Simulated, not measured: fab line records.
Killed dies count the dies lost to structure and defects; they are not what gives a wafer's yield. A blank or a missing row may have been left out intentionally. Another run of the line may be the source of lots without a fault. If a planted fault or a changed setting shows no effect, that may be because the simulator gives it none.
fab line records -- flow nand-harc -- part 1 of 2: steps 1 to 4 of 6
record: lots: 23, wafers: 69, last-day: 33
route steps=1302 shown A_STAIRCASE@677
lots with no fault: from the same line, run without faults
start-h: hours from the record's first day to the start of the lot's first wafer shown -- wait-h: time in hours since the lot's previous step -- " same as the row above -- L1.1+2: a single row standing in for several wafers -- - no value, or no start given -- * or withheld: withheld -- < > ~ a bound
route shown NAME@n: a module of which the file shows steps, and the number in the route of the first -- usual: average and standard deviation across the fault-free wafers -- same: alike in all rows -- chamber/n: place in a boat -- sites: the reading at each site -- _std_site: standard deviation of those values -- _edge_site: mean of outer sites minus mean of inner sites -- radius-mm: for every site, how far away it sits from the centre of the wafer -- mask NAME#n: copy n -- behind: the tool/chamber that last shaped the wafer -- hold: the reason the lot was held/the length of the hold in hours/how it ended -- device: the transistor (n, p or np) that didn't switch -- end of line: the same wafers' tests at the end of the route -- where a step has no rows: the recipe by itself -- killed: at the first sort, the dies lost to defects and structure; wafer yield is something else -- map: the dies of a wafer, with x for killed, . for not killed, _ for no die there
set.NAME: the setting that was run; set.NAME@STEP: the one run at that earlier step -- model.NAME: the simulator's own value behind a step, which no gauge read
the route's steps for a sample of lots (tables are steps, rows are wafers)
services: when a tool's chamber went out of use (start-h, in hours from the record's first day, below 0 if earlier), for how many hours, and the reason
== steps ==
step: NHARC_A_STAIRCASE_TRIM_20
recipe: time-s: 211.2, o2-flow-sccm: 500, ar-flow-sccm: 0, bias-w: 0, chemistry: O2
usual: drypump-motor-current-A: 5.6/0.47, o2-flow-sccm: 500.0/1.5, oes-product-au: 1.000/0.0087, rf-vpp-V: 57.8/0.91, showerhead-plenum-p-Torr: 3.54/0.12, throttle-valve-pct: 17.036/0.0091
lot.wafer,tool,chamber,start-h,wait-h,drypump-motor-current-A,o2-flow-sccm,oes-product-au,rf-hours-counter-h,rf-vpp-V,showerhead-plenum-p-Torr,throttle-valve-pct
L075.1,rie-diel-09,0,363.42,0.1,5.2,500.3,1.008,15,59.0,3.48,17.043
L075.4,rie-diel-09,1,363.42,0.1,6.0,497.1,0.989,11,57.9,3.67,17.035
L075.6,rie-diel-09,3,363.42,0.1,5.7,499.8,1.004,-,57.0,3.61,17.031
L074.2,rie-diel-03,1,363.60,0.1,5.7,500.1,1.008,24,56.5,3.38,17.045
L074.1,rie-diel-03,2,363.60,0.1,5.4,501.0,1.004,20,57.7,3.68,17.027
L074.5,rie-diel-03,3,363.60,0.1,5.9,497.1,1.008,-,57.9,3.67,17.047
L076.3,rie-diel-10,3,377.76,0.1,4.7,499.2,0.992,37,58.2,3.52,17.037
L076.4,rie-diel-10,0,377.76,0.1,5.4,500.4,1.005,36,57.5,3.56,17.037
L076.2,rie-diel-10,2,377.76,0.1,6.1,499.1,0.990,39,58.8,3.75,17.027
L077.1,rie-diel-09,3,383.90,0.1,5.7,500.5,0.999,17,58.0,3.61,17.037
L077.2,rie-diel-09,1,383.90,0.1,6.0,500.0,0.992,14,56.7,3.66,17.031
L077.3,rie-diel-09,2,383.90,0.1,5.2,497.2,1.006,17,57.3,3.43,17.025
L078.2,rie-diel-10,3,384.02,0.1,4.7,500.0,0.990,39,59.2,3.52,17.039
L078.1,rie-diel-10,1,384.02,0.1,6.4,498.2,0.994,37,58.7,3.53,17.047
L078.6,rie-diel-10,3,384.02,0.1,4.7,500.7,0.985,-,58.2,3.52,17.042
L079.2,rie-diel-09,3,415.46,0.1,5.6,500.8,1.002,26,58.3,3.61,17.024
L079.5,rie-diel-09,1,415.46,0.1,6.0,498.7,0.993,-,59.7,3.66,17.037
L079.6,rie-diel-09,2,415.46,0.1,5.2,501.7,1.012,-,57.1,3.42,17.020
L080.4,rie-diel-09,2,422.32,0.1,5.2,499.2,1.013,29,57.4,3.42,17.010
L080.1,rie-diel-09,3,422.32,0.1,5.6,502.0,1.005,27,58.9,3.61,17.054
L080.2,rie-diel-09,1,422.32,0.1,6.0,502.2,1.001,28,58.2,3.66,17.042
L081.1,rie-diel-09,2,422.68,0.1,5.2,499.3,1.006,29,58.8,3.42,17.037
L081.3,rie-diel-09,1,422.68,0.1,6.0,499.9,0.995,28,57.6,3.66,17.026
L081.5,rie-diel-09,2,422.68,0.1,5.2,501.3,1.003,-,56.3,3.42,17.029
L082.2,rie-diel-09,2,435.98,0.1,5.2,497.5,1.009,33,55.8,3.42,17.027
L082.4,rie-diel-09,1,435.98,0.1,6.0,500.7,1.004,-,58.9,3.65,17.041
L082.5,rie-diel-09,2,435.98,0.1,5.2,499.9,1.007,-,58.6,3.42,17.036
L083.4,rie-diel-09,0,447.06,0.1,5.2,501.8,1.021,34,57.0,3.47,17.030
L083.1,rie-diel-09,1,447.06,0.1,6.0,499.8,0.998,36,57.8,3.65,17.037
L083.2,rie-diel-09,3,447.06,0.1,5.6,498.1,1.006,35,57.5,3.60,17.035
L084.1,rie-diel-09,0,455.52,0.1,5.2,498.9,1.007,35,58.0,3.47,17.023
L084.4,rie-diel-09,1,455.52,0.1,6.0,500.2,0.998,37,57.9,3.65,17.035
L084.6,rie-diel-09,3,455.52,0.1,5.6,500.8,1.003,-,57.7,3.60,17.045
L086.1,rie-diel-10,2,473.05,0.1,6.1,499.7,0.982,19,59.4,3.73,17.034
L086.2,rie-diel-10,0,473.05,0.1,5.4,501.0,0.993,17,57.2,3.54,17.045
L086.5,rie-diel-10,2,473.05,0.1,6.1,502.4,0.975,-,57.7,3.73,17.038
L087.2,rie-diel-03,3,473.36,0.1,5.9,498.9,0.993,1,58.0,3.65,17.050
L087.6,rie-diel-03,1,473.36,0.1,5.7,502.1,1.001,-,56.8,3.36,17.040
L087.5,rie-diel-03,2,473.36,0.1,5.4,499.7,1.009,-,57.8,3.66,17.041
L085.1,rie-diel-09,1,473.59,0.1,6.0,500.3,0.993,46,57.6,3.65,17.020
L085.2,rie-diel-09,3,473.59,0.1,5.6,501.8,1.010,43,59.7,3.60,17.027
L085.5,rie-diel-09,1,473.59,0.1,6.0,499.4,1.005,-,56.8,3.65,17.046
L088.3,rie-diel-10,2,494.00,0.1,6.1,498.2,0.994,25,60.1,3.73,17.042
L088.6,rie-diel-10,3,494.00,0.1,4.7,497.8,1.003,-,57.4,3.49,17.041
L088.5,rie-diel-10,0,494.00,0.1,5.4,499.1,1.004,-,57.6,3.54,17.037
L090.2,rie-diel-10,2,527.25,0.1,6.1,500.1,0.980,36,58.4,3.72,17.029
L090.6,rie-diel-10,0,527.25,0.1,5.4,501.1,0.998,-,57.7,3.53,17.032
L090.5,rie-diel-10,1,527.25,0.1,6.5,501.3,0.992,-,58.5,3.51,17.041
L092.4,rie-diel-03,3,534.46,0.1,5.9,497.3,0.999,19,57.6,3.64,17.029
L092.1,rie-diel-03,0,534.46,0.1,5.9,500.3,1.009,18,57.0,3.32,17.037
L092.6,rie-diel-03,3,534.46,0.1,5.9,500.8,1.011,-,60.1,3.64,17.049
L091.3,rie-diel-10,3,534.79,0.1,4.7,497.2,0.983,36,57.1,3.49,17.036
L091.1,rie-diel-10,0,534.79,0.1,5.5,497.3,0.993,35,57.9,3.53,17.029
L091.2,rie-diel-10,1,534.79,0.1,6.5,499.5,0.998,35,56.9,3.51,17.031
L093.4,rie-diel-03,1,545.99,0.1,5.7,501.1,0.996,21,59.3,3.35,17.041
L093.6,rie-diel-03,1,545.99,0.1,5.7,500.2,0.996,-,58.0,3.35,17.023
L093.5,rie-diel-03,2,545.99,0.1,5.4,500.3,1.001,-,57.5,3.65,17.032
L094.1,rie-diel-03,3,557.31,0.1,5.9,503.3,0.999,25,57.3,3.64,17.029
L094.3,rie-diel-03,2,557.31,0.1,5.4,498.5,0.994,26,58.3,3.65,17.038
L094.6,rie-diel-03,3,557.31,0.1,5.9,501.3,0.998,-,58.3,3.64,17.028
L095.4,rie-diel-03,2,570.04,0.1,5.4,500.6,1.009,28,58.5,3.65,17.031
L095.3,rie-diel-03,3,570.04,0.1,5.9,499.2,1.005,28,59.0,3.64,17.032
L095.5,rie-diel-03,0,570.04,0.1,6.0,498.8,1.004,-,57.1,3.31,17.010
L096.4,rie-diel-10,3,582.24,0.1,4.7,502.6,0.980,52,58.3,3.48,17.051
L096.1,rie-diel-10,0,582.24,0.1,5.4,498.5,0.996,57,57.5,3.52,17.031
L096.6,rie-diel-10,3,582.24,0.1,4.7,500.4,0.991,-,58.6,3.48,17.024
L097.4,rie-diel-10,2,582.50,0.1,6.1,499.4,0.985,58,58.2,3.71,17.051
L097.3,rie-diel-10,3,582.50,0.1,4.7,500.7,0.991,52,59.4,3.48,17.042
L097.6,rie-diel-10,2,582.50,0.1,6.1,500.4,1.000,-,58.4,3.71,17.050
step: NHARC_A_STAIRCASE_ETCH_25
recipe: target-depth-a: 1000, time-s: 40.5, ion-energy-ev: 400, c4f8-flow-sccm: 20, o2-flow-sccm: 10, ar-flow-sccm: withheld, rf-w: 600, bias-w: 1000, chemistry: C4F8/O2
usual: oes-product-au: 0.945/0.0099, rf-vpp-V: 896/4.4
lot.wafer,tool,chamber,start-h,wait-h,oes-product-au,rf-hours-counter-h,rf-vpp-V
L075.1,rie-diel-09,0,-,-,0.937,15,895
L075.4,rie-diel-09,1,-,-,0.928,11,900
L075.6,rie-diel-09,3,-,-,0.935,-,900
L074.2,rie-diel-03,1,-,-,0.951,24,891
L074.1,rie-diel-03,0,-,-,0.938,27,888
L074.5,rie-diel-03,1,-,-,0.958,-,891
L076.3,rie-diel-10,0,-,-,0.953,36,898
L076.2,rie-diel-10,1,-,-,0.945,36,895
L076.4,rie-diel-10,3,-,-,0.939,37,895
L077.3,rie-diel-09,3,-,-,0.953,17,899
L077.1,rie-diel-09,0,-,-,0.957,18,894
L077.2,rie-diel-09,2,-,-,0.949,17,893
L078.2,rie-diel-10,2,-,-,0.936,41,904
L078.1,rie-diel-10,1,-,-,0.932,37,897
L078.6,rie-diel-10,3,-,-,0.922,-,896
L079.2,rie-diel-09,1,-,-,0.940,26,902
L079.6,rie-diel-09,2,-,-,0.949,-,892
L079.5,rie-diel-09,3,-,-,0.955,-,896
L080.4,rie-diel-09,2,-,-,0.943,29,892
L080.2,rie-diel-09,0,-,-,0.946,31,895
L080.1,rie-diel-09,1,-,-,0.941,28,900
L081.1,rie-diel-09,3,-,-,0.941,28,896
L081.3,rie-diel-09,1,-,-,0.942,28,900
L081.5,rie-diel-09,2,-,-,0.954,-,893
L082.2,rie-diel-09,2,-,-,0.954,33,893
L082.5,rie-diel-09,1,-,-,0.941,-,901
L082.4,rie-diel-09,2,-,-,0.947,-,891
L083.4,rie-diel-09,0,-,-,0.966,34,894
L083.2,rie-diel-09,1,-,-,0.943,36,901
L083.1,rie-diel-09,2,-,-,0.950,37,892
L084.4,rie-diel-09,3,-,-,0.950,37,899
L084.1,rie-diel-09,0,-,-,0.970,35,894
L084.6,rie-diel-09,0,-,-,0.971,-,894
L086.2,rie-diel-10,0,-,-,0.946,18,896
L086.1,rie-diel-10,2,-,-,0.928,19,902
L086.5,rie-diel-10,1,-,-,0.946,-,896
L087.2,rie-diel-03,2,-,-,0.944,1,900
L087.5,rie-diel-03,0,-,-,0.942,-,889
L087.6,rie-diel-03,1,-,-,0.934,-,890
L085.2,rie-diel-09,0,-,-,0.950,43,893
L085.1,rie-diel-09,2,-,-,0.956,46,891
L085.5,rie-diel-09,0,-,-,0.953,-,894
L088.3,rie-diel-10,1,-,-,0.937,26,897
L088.6,rie-diel-10,1,-,-,0.939,-,895
L088.5,rie-diel-10,2,-,-,0.936,-,903
L090.2,rie-diel-10,0,-,-,0.936,34,895
L090.6,rie-diel-10,0,-,-,0.946,-,897
L090.5,rie-diel-10,1,-,-,0.949,-,896
L092.4,rie-diel-03,1,-,-,0.943,19,891
L092.1,rie-diel-03,3,-,-,0.943,20,900
L092.6,rie-diel-03,1,-,-,0.946,-,889
L091.2,rie-diel-10,0,-,-,0.952,35,897
L091.3,rie-diel-10,1,-,-,0.939,35,896
L091.1,rie-diel-10,2,-,-,0.949,38,903
L093.4,rie-diel-03,2,-,-,0.943,23,900
L093.5,rie-diel-03,0,-,-,0.962,-,887
L093.6,rie-diel-03,1,-,-,0.945,-,889
L094.1,rie-diel-03,2,-,-,0.953,26,901
L094.3,rie-diel-03,3,-,-,0.936,26,901
L094.6,rie-diel-03,3,-,-,0.940,-,900
L095.3,rie-diel-03,0,-,-,0.963,28,887
L095.4,rie-diel-03,2,-,-,0.967,28,900
L095.5,rie-diel-03,0,-,-,0.961,-,888
L096.1,rie-diel-10,1,-,-,0.934,58,895
L096.4,rie-diel-10,2,-,-,0.923,59,901
L096.6,rie-diel-10,3,-,-,0.935,-,894
L097.4,rie-diel-10,3,-,-,0.939,53,895
L097.3,rie-diel-10,0,-,-,0.944,57,896
L097.6,rie-diel-10,2,-,-,0.941,-,902
step: NHARC_A_STAIRCASE_ETCH_199
recipe: target-depth-a: 1000, time-s: 40.5, ion-energy-ev: 400, c4f8-flow-sccm: 20, o2-flow-sccm: 10, ar-flow-sccm: withheld, rf-w: 600, bias-w: 1000, chemistry: C4F8/O2
usual: oes-product-au: 0.946/0.013, rf-vpp-V: 896/4.9
lot.wafer,tool,chamber,start-h,wait-h,oes-product-au,rf-hours-counter-h,rf-vpp-V
L075.4,rie-diel-09,2,-,-,0.949,14,892
L075.1,rie-diel-09,3,-,-,0.933,14,898
L075.6,rie-diel-09,3,-,-,0.940,-,899
L074.2,rie-diel-10,3,-,-,0.947,34,897
L074.1,rie-diel-10,2,-,-,0.955,37,904
L074.5,rie-diel-10,3,-,-,0.942,-,894
L076.2,rie-diel-09,3,-,-,0.952,16,899
L076.4,rie-diel-09,0,-,-,0.973,18,893
L076.3,rie-diel-09,1,-,-,0.969,14,902
L077.2,rie-diel-03,1,-,-,0.941,30,891
L077.1,rie-diel-03,3,-,-,0.940,29,901
L077.3,rie-diel-03,0,-,-,0.947,32,889
L078.2,rie-diel-03,2,-,-,0.924,23,900
L078.1,rie-diel-03,0,-,-,0.927,33,889
L078.6,rie-diel-03,1,-,-,0.938,-,891
L079.2,rie-diel-10,0,-,-,0.950,49,896
L079.6,rie-diel-10,1,-,-,0.961,-,897
L079.5,rie-diel-10,2,-,-,0.943,-,904
L080.1,rie-diel-09,0,-,-,0.964,32,895
L080.4,rie-diel-09,1,-,-,0.934,29,900
L080.2,rie-diel-09,2,-,-,0.952,31,892
L081.3,rie-diel-03,2,-,-,0.957,38,902
L081.1,rie-diel-03,3,-,-,0.979,44,900
L081.5,rie-diel-03,1,-,-,0.955,-,891
L082.4,rie-diel-03,1,-,-,0.944,48,890
L082.2,rie-diel-03,2,-,-,0.959,45,902
L082.5,rie-diel-03,1,-,-,0.948,-,891
L083.2,rie-diel-03,0,-,-,0.953,53,888
L083.1,rie-diel-03,1,-,-,0.944,50,891
L083.4,rie-diel-03,3,-,-,0.949,50,902
L084.4,rie-diel-09,1,-,-,0.939,42,901
L084.1,rie-diel-09,0,-,-,0.946,39,895
L084.6,rie-diel-09,1,-,-,0.936,-,900
L086.2,rie-diel-09,0,-,-,0.969,44,894
L086.1,rie-diel-09,1,-,-,0.943,47,900
L086.5,rie-diel-09,3,-,-,0.944,-,899
L087.2,rie-diel-09,0,-,-,0.956,44,894
L087.6,rie-diel-09,2,-,-,0.942,-,891
L087.5,rie-diel-09,3,-,-,0.951,-,899
L085.2,rie-diel-10,2,-,-,0.928,21,904
L085.1,rie-diel-10,1,-,-,0.938,21,894
L085.5,rie-diel-10,2,-,-,0.930,-,903
L088.3,rie-diel-03,1,-,-,0.946,5,890
L088.6,rie-diel-03,1,-,-,0.942,-,890
L088.5,rie-diel-03,2,-,-,0.952,-,901
L090.2,rie-diel-03,1,-,-,0.957,16,889
L090.6,rie-diel-03,0,-,-,0.952,-,888
L090.5,rie-diel-03,1,-,-,0.950,-,889
L092.1,rie-diel-03,1,-,-,0.943,20,889
L092.4,rie-diel-03,3,-,-,0.937,21,899
L092.6,rie-diel-03,1,-,-,0.949,-,890
L091.1,rie-diel-09,3,-,-,0.946,9,898
L091.3,rie-diel-09,1,-,-,0.939,6,899
L091.2,rie-diel-09,2,-,-,0.934,7,892
L093.4,rie-diel-10,2,-,-,0.907,51,901
L093.5,rie-diel-10,0,-,-,0.918,-,897
L093.6,rie-diel-10,1,-,-,0.925,-,894
L094.3,rie-diel-03,2,-,-,0.945,27,899
L094.1,rie-diel-03,0,-,-,0.950,27,888
L094.6,rie-diel-03,3,-,-,0.932,-,900
L095.3,rie-diel-03,0,-,-,0.967,29,887
L095.4,rie-diel-03,1,-,-,0.945,29,890
L095.5,rie-diel-03,3,-,-,0.947,-,901
L096.1,rie-diel-09,0,-,-,0.942,21,894
L096.4,rie-diel-09,2,-,-,0.918,19,891
L096.6,rie-diel-09,1,-,-,0.929,-,901
L097.4,rie-diel-03,2,-,-,0.954,33,900
L097.3,rie-diel-03,0,-,-,0.956,34,887
L097.6,rie-diel-03,3,-,-,0.942,-,900
step: NHARC_A_STAIRCASE_ETCH_201
recipe: target-depth-a: 1000, time-s: 40.5, ion-energy-ev: 400, c4f8-flow-sccm: 20, o2-flow-sccm: 10, ar-flow-sccm: withheld, rf-w: 600, bias-w: 1000, chemistry: C4F8/O2
usual: oes-product-au: 0.945/0.014, rf-vpp-V: 895/5
lot.wafer,tool,chamber,start-h,wait-h,oes-product-au,rf-hours-counter-h,rf-vpp-V
L075.4,rie-diel-09,1,-,-,0.939,12,901
L075.1,rie-diel-09,0,-,-,0.954,16,895
L075.6,rie-diel-09,1,-,-,0.944,-,901
L074.1,rie-diel-10,1,-,-,0.949,36,898
L074.2,rie-diel-10,2,-,-,0.949,37,904
L074.5,rie-diel-10,1,-,-,0.955,-,897
L076.3,rie-diel-09,0,-,-,0.960,18,894
L076.4,rie-diel-09,1,-,-,0.941,14,901
L076.2,rie-diel-09,3,-,-,0.956,16,899
L077.3,rie-diel-03,2,-,-,0.925,23,901
L077.2,rie-diel-03,3,-,-,0.937,29,899
L077.1,rie-diel-03,0,-,-,0.931,33,889
L078.2,rie-diel-03,2,-,-,0.931,24,900
L078.1,rie-diel-03,3,-,-,0.943,29,902
L078.6,rie-diel-03,2,-,-,0.944,-,901
L079.2,rie-diel-03,0,419.66,-,0.986,43,890
L079.6,rie-diel-03,0,419.66,-,0.973,-,889
L079.5,rie-diel-03,1,419.66,-,0.999,-,891
L080.2,rie-diel-09,1,-,-,0.939,30,900
L080.4,rie-diel-09,3,-,-,0.949,29,899
L080.1,rie-diel-09,0,-,-,0.950,33,894
L081.3,rie-diel-03,1,-,-,0.945,41,889
L081.1,rie-diel-03,0,-,-,0.939,46,887
L081.5,rie-diel-03,2,-,-,0.940,-,902
L082.2,rie-diel-03,3,-,-,0.951,49,901
L082.4,rie-diel-03,2,-,-,0.942,45,901
L082.5,rie-diel-03,3,-,-,0.956,-,901
L083.4,rie-diel-03,0,-,-,0.946,53,888
L083.2,rie-diel-03,1,-,-,0.939,50,889
L083.1,rie-diel-03,2,-,-,0.953,47,900
L084.4,rie-diel-09,3,-,-,0.936,39,898
L084.1,rie-diel-09,1,-,-,0.936,42,900
L084.6,rie-diel-09,3,-,-,0.934,-,897
L086.2,rie-diel-09,2,-,-,0.929,47,891
L086.1,rie-diel-09,3,-,-,0.930,44,899
L086.5,rie-diel-09,0,-,-,0.949,-,894
L087.2,rie-diel-09,2,-,-,0.972,47,891
L087.5,rie-diel-09,2,-,-,0.962,-,892
L087.6,rie-diel-09,3,-,-,0.955,-,898
L085.1,rie-diel-10,2,-,-,0.926,21,903
L085.2,rie-diel-10,3,-,-,0.944,20,895
L085.5,rie-diel-10,2,-,-,0.914,-,904
L088.3,rie-diel-03,2,-,-,0.943,5,901
L088.5,rie-diel-03,3,-,-,0.946,-,900
L088.6,rie-diel-03,0,-,-,0.966,-,887
L090.2,rie-diel-03,3,-,-,0.956,18,900
L090.6,rie-diel-03,3,-,-,0.952,-,899
L090.5,rie-diel-03,0,-,-,0.942,-,889
L092.1,rie-diel-03,2,-,-,0.942,21,899
L092.4,rie-diel-03,0,-,-,0.957,20,888
L092.6,rie-diel-03,2,-,-,0.944,-,902
L091.3,rie-diel-09,2,-,-,0.930,7,892
L091.1,rie-diel-09,3,-,-,0.930,10,899
L091.2,rie-diel-09,1,-,-,0.930,6,900
L093.4,rie-diel-10,2,-,-,0.918,51,902
L093.6,rie-diel-10,3,-,-,0.928,-,895
L093.5,rie-diel-10,0,-,-,0.935,-,897
L094.1,rie-diel-03,1,-,-,0.950,27,891
L094.3,rie-diel-03,2,-,-,0.953,27,899
L094.6,rie-diel-03,0,-,-,0.938,-,888
L095.4,rie-diel-03,1,-,-,0.941,29,890
L095.3,rie-diel-03,2,-,-,0.959,29,901
L095.5,rie-diel-03,1,-,-,0.940,-,891
L097.4,rie-diel-03,0,-,-,0.956,34,887
L097.3,rie-diel-03,1,-,-,0.945,34,890
L097.6,rie-diel-03,0,-,-,0.958,-,888
L096.1,rie-diel-09,3,-,-,0.931,22,898
L096.4,rie-diel-09,1,-,-,0.933,18,900
L096.6,rie-diel-09,2,-,-,0.918,-,893
